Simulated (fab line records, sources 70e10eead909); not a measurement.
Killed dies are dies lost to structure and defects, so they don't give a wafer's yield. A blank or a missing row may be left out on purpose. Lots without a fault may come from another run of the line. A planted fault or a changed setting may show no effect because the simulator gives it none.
Which tool did it? | flow nand_harc | 24 lots, 72 wafers sampled, at 5 steps of a route of 1159

WHAT THE GAUGES READ, wafer by wafer
NHARC_A_CONTACT_INSPECT_23. Usual: raw_defect_count 459, standard deviation 150.
lot  | measured     | on                | raw_defect_count | flag
L074 | day 16 21:50 | defect_inspect-02 | 668 465 493      |
L075 | day 17 13:08 | defect_inspect-02 | 761 729 420      |
L076 | day 17 13:32 | defect_inspect-01 | 206 307 619      |
L077 | day 17 16:55 | defect_inspect-01 | 376 797 606      |
L080 | day 17 23:31 | defect_inspect-02 | 458 415 496      |
L079 | day 17 23:47 | defect_inspect-01 | 479 317 446      |
L078 | day 18 03:05 | defect_inspect-02 | 382 524 607      |
L081 | day 18 20:25 | defect_inspect-01 | 692 649 426      |
L082 | day 19 07:04 | defect_inspect-01 | 690 424 524      |
L083 | day 19 09:54 | defect_inspect-02 | 658 448 598      |
L084 | day 19 15:12 | defect_inspect-02 | 813 511 378      |
L086 | day 19 22:42 | defect_inspect-02 | 274 274 257      |
L087 | day 19 23:01 | defect_inspect-01 | 318 231 233      |
L088 | day 20 05:07 | defect_inspect-01 | 335 506 418      |
L085 | day 20 05:50 | defect_inspect-02 | 247 314 389      |
L089 | day 20 23:44 | defect_inspect-02 | 324 526 394      |
L090 | day 21 08:59 | defect_inspect-01 | 598 437 475      |
L091 | day 21 15:34 | defect_inspect-01 | 450 508 773      |
L092 | day 21 16:17 | defect_inspect-01 | 487 690 577      |
L094 | day 22 13:23 | defect_inspect-01 | 362 340 410      |
L095 | day 22 16:38 | defect_inspect-02 | 278 238 380      |
L093 | day 22 23:22 | defect_inspect-01 | 695 482 705      |
L096 | day 23 00:52 | defect_inspect-02 | 395 481 604      |
L097 | day 23 08:15 | defect_inspect-01 | 572 517 359      |

WHICH TOOL RAN EACH LOT (tool, then ch and the chambers of the sampled wafers, then the start)
lot  | NHARC_A_CONTACT_ETCH_136             | NHARC_A_CONTACT_ETCH_138             | NHARC_A_CONTACT_ETCH_139             | NHARC_A_CONTACT_CVD_19
L074 | har_cap_etch-02 ch 0,1, day 16 16:58 | har_cap_etch-02 ch 0,1, day 16 17:13 | har_cap_etch-02 ch 0,1, day 16 17:23 | cvd_w-01 ch 0,1, day 16 21:50 or earlier
L075 | har_cap_etch-03 ch 0,1, day 17 06:08 | har_cap_etch-03 ch 0,1, day 17 06:27 | har_cap_etch-03 ch 0,1, day 17 06:37 | cvd_w-02 ch 0,1, day 17 13:08 or earlier
L076 | har_cap_etch-03 ch 0,1, day 17 07:21 | har_cap_etch-03 ch 0,1, day 17 07:40 | har_cap_etch-03 ch 0,1, day 17 07:50 | cvd_w-01 ch 0,1, day 17 13:32 or earlier
L077 | har_cap_etch-01 ch 0,1, day 17 13:20 | har_cap_etch-01 ch 0,1, day 17 13:34 | har_cap_etch-01 ch 0,1, day 17 13:41 | cvd_w-02 ch 0,1, day 17 16:55 or earlier
L080 | har_cap_etch-02 ch 1, day 17 17:51   | har_cap_etch-02 ch 1, day 17 18:11   | har_cap_etch-02 ch 1, day 17 18:20   | cvd_w-01 ch 0,1, day 17 23:31 or earlier
L079 | har_cap_etch-01 ch 0, day 17 18:35   | har_cap_etch-01 ch 0, day 17 18:50   | har_cap_etch-01 ch 0, day 17 18:58   | cvd_w-02 ch 0,1, day 17 23:47 or earlier
L078 | har_cap_etch-03 ch 0,1, day 17 20:57 | har_cap_etch-03 ch 0,1, day 17 21:12 | har_cap_etch-03 ch 0,1, day 17 21:20 | cvd_w-01 ch 0,1, day 18 03:05 or earlier
L081 | har_cap_etch-01 ch 0,1, day 18 16:50 | har_cap_etch-01 ch 0,1, day 18 17:05 | har_cap_etch-01 ch 0,1, day 18 17:13 | cvd_w-01 ch 0,1, day 18 20:25 or earlier
L082 | har_cap_etch-03 ch 0,1, day 19 03:31 | har_cap_etch-03 ch 0,1, day 19 03:46 | har_cap_etch-03 ch 0,1, day 19 03:53 | cvd_w-01 ch 0,1, day 19 07:04 or earlier
L083 | har_cap_etch-02 ch 0,1, day 19 06:26 | har_cap_etch-02 ch 0,1, day 19 06:41 | har_cap_etch-02 ch 0,1, day 19 06:49 | cvd_w-02 ch 0,1, day 19 09:54 or earlier
L084 | har_cap_etch-03 ch 0,1, day 19 11:37 | har_cap_etch-03 ch 0,1, day 19 11:52 | har_cap_etch-03 ch 0,1, day 19 12:02 | cvd_w-01 ch 0,1, day 19 15:12 or earlier
L086 | har_cap_etch-02 ch 0,1, day 19 17:08 | har_cap_etch-02 ch 0,1, day 19 17:23 | har_cap_etch-02 ch 0,1, day 19 17:31 | cvd_w-02 ch 0,1, day 19 22:42 or earlier
L087 | har_cap_etch-02 ch 0,1, day 19 19:25 | har_cap_etch-02 ch 0,1, day 19 19:40 | har_cap_etch-02 ch 0,1, day 19 19:47 | cvd_w-01 ch 0,1, day 19 23:01 or earlier
L088 | har_cap_etch-03 ch 0,1, day 19 23:28 | har_cap_etch-03 ch 0,1, day 19 23:43 | har_cap_etch-03 ch 0,1, day 19 23:52 | cvd_w-02 ch 0,1, day 20 05:07 or earlier
L085 | har_cap_etch-01 ch 0,1, day 20 00:34 | har_cap_etch-01 ch 0,1, day 20 00:49 | har_cap_etch-01 ch 0,1, day 20 00:56 | cvd_w-01 ch 0,1, day 20 05:50 or earlier
L089 | har_cap_etch-01 ch 0,1, day 20 20:12 | har_cap_etch-01 ch 0,1, day 20 20:27 | har_cap_etch-01 ch 0,1, day 20 20:35 | cvd_w-02 ch 0,1, day 20 23:44 or earlier
L090 | har_cap_etch-03 ch 0,1, day 20 21:26 | har_cap_etch-03 ch 0,1, day 20 21:41 | har_cap_etch-03 ch 0,1, day 20 21:49 | cvd_w-02 ch 0,1, day 21 08:59 or earlier
L091 | har_cap_etch-03 ch 0,1, day 21 06:05 | har_cap_etch-03 ch 0,1, day 21 06:20 | har_cap_etch-03 ch 0,1, day 21 06:31 | cvd_w-02 ch 0,1, day 21 15:34 or earlier
L092 | har_cap_etch-02 ch 1, day 21 07:32   | har_cap_etch-02 ch 1, day 21 07:51   | har_cap_etch-02 ch 1, day 21 08:01   | cvd_w-02 ch 0, day 21 16:17 or earlier
L094 | har_cap_etch-03 ch 0,1, day 22 09:46 | har_cap_etch-03 ch 0,1, day 22 10:00 | har_cap_etch-03 ch 0,1, day 22 10:08 | cvd_w-01 ch 0,1, day 22 13:23 or earlier
L095 | har_cap_etch-01 ch 0,1, day 22 13:10 | har_cap_etch-01 ch 0,1, day 22 13:25 | har_cap_etch-01 ch 0,1, day 22 13:32 | cvd_w-01 ch 0,1, day 22 16:38 or earlier
L093 | har_cap_etch-02 ch 0,1, day 22 18:52 | har_cap_etch-02 ch 0,1, day 22 19:07 | har_cap_etch-02 ch 0,1, day 22 19:14 | cvd_w-01 ch 0,1, day 22 23:22 or earlier
L096 | har_cap_etch-03 ch 0,1, day 22 21:26 | har_cap_etch-03 ch 0,1, day 22 21:40 | har_cap_etch-03 ch 0,1, day 22 21:49 | cvd_w-02 ch 0,1, day 23 00:52 or earlier
L097 | har_cap_etch-01 ch 0,1, day 23 00:41 | har_cap_etch-01 ch 0,1, day 23 00:56 | har_cap_etch-01 ch 0,1, day 23 01:04 | cvd_w-02 ch 0,1, day 23 08:15 or earlier
- NHARC_A_CONTACT_ETCH_136: etches the open film in C4F8/O2/Ar, time 132 s, target depth 1287 nm.
- NHARC_A_CONTACT_ETCH_138: etches the open film in C4F8/O2/Ar, time 132 s, target depth 1289 nm.
- NHARC_A_CONTACT_ETCH_139: etches the open film in C4F8/O2/Ar, time 137 s, target depth 590 nm.
- NHARC_A_CONTACT_CVD_19: deposits W, target thk 300 nm, time 802 s.

WHAT THE TOOLS THEMSELVES READ (means of the sampled wafers that have a number; where no wafer has one, the mark that the record gives instead)
NHARC_A_CONTACT_CVD_19. Usual: heater_power_w 462 W, standard deviation 25; mfc_h2_sccm 1599 sccm, standard deviation 4.8; throttle_valve_pct 7.92 %, standard deviation 0.22.
lot  | tool     | heater_power_w (W) | mfc_h2_sccm (sccm) | throttle_valve_pct (%) | flag
L074 | cvd_w-01 | 487                | 1601               | 8.01                   |
L075 | cvd_w-02 | 438                | 1595               | 7.67                   |
L076 | cvd_w-01 | 485                | 1595               | 8.07                   |
L077 | cvd_w-02 | 439                | 1600               | 7.60                   |
L080 | cvd_w-01 | 492                | 1601               | 7.91                   |
L079 | cvd_w-02 | 435                | 1601               | 7.69                   |
L078 | cvd_w-01 | 491                | 1600               | 8.13                   |
L081 | cvd_w-01 | 487                | 1600               | 8.18                   |
L082 | cvd_w-01 | 492                | 1602               | 8.15                   |
L083 | cvd_w-02 | 440                | 1595               | 7.77                   |
L084 | cvd_w-01 | 498                | 1598               | 7.99                   |
L086 | cvd_w-02 | 443                | 1599               | 7.78                   |
L087 | cvd_w-01 | 495                | 1600               | 8.00                   |
L088 | cvd_w-02 | 438                | 1597               | 7.64                   |
L085 | cvd_w-01 | 483                | 1602               | 8.09                   |
L089 | cvd_w-02 | 437                | 1594               | 7.83                   |
L090 | cvd_w-02 | 435                | 1600               | 8.00                   |
L091 | cvd_w-02 | 437                | 1600               | 7.72                   |
L092 | cvd_w-02 | 449                | 1601               | 7.80                   |
L094 | cvd_w-01 | 473                | 1595               | 8.09                   |
L095 | cvd_w-01 | 479                | 1594               | 8.19                   |
L093 | cvd_w-01 | 475                | 1602               | 8.04                   |
L096 | cvd_w-02 | 436                | 1599               | 7.86                   |
L097 | cvd_w-02 | 442                | 1598               | 7.78                   |

THE ANSWER, worked out from the rows above alone
Rule: a lot is off if the mean of its wafers that have a number lies more than 3 standard deviations from the usual mean. A lot without any number at a reading at which 4 lots or more have one is off too. The other lots that the step has rows for count as sound. The gauges are gone through in route order, then the tools' own readings, and for those a lot's mean is taken as printed above. The first step at which some lot is off is used, and at that step the reading that is off furthest; a lot without a number counts as furthest.
No lot is off at any reading shown: from this, nothing can be told.

WHAT THE SIMULATOR HAD PUT IN
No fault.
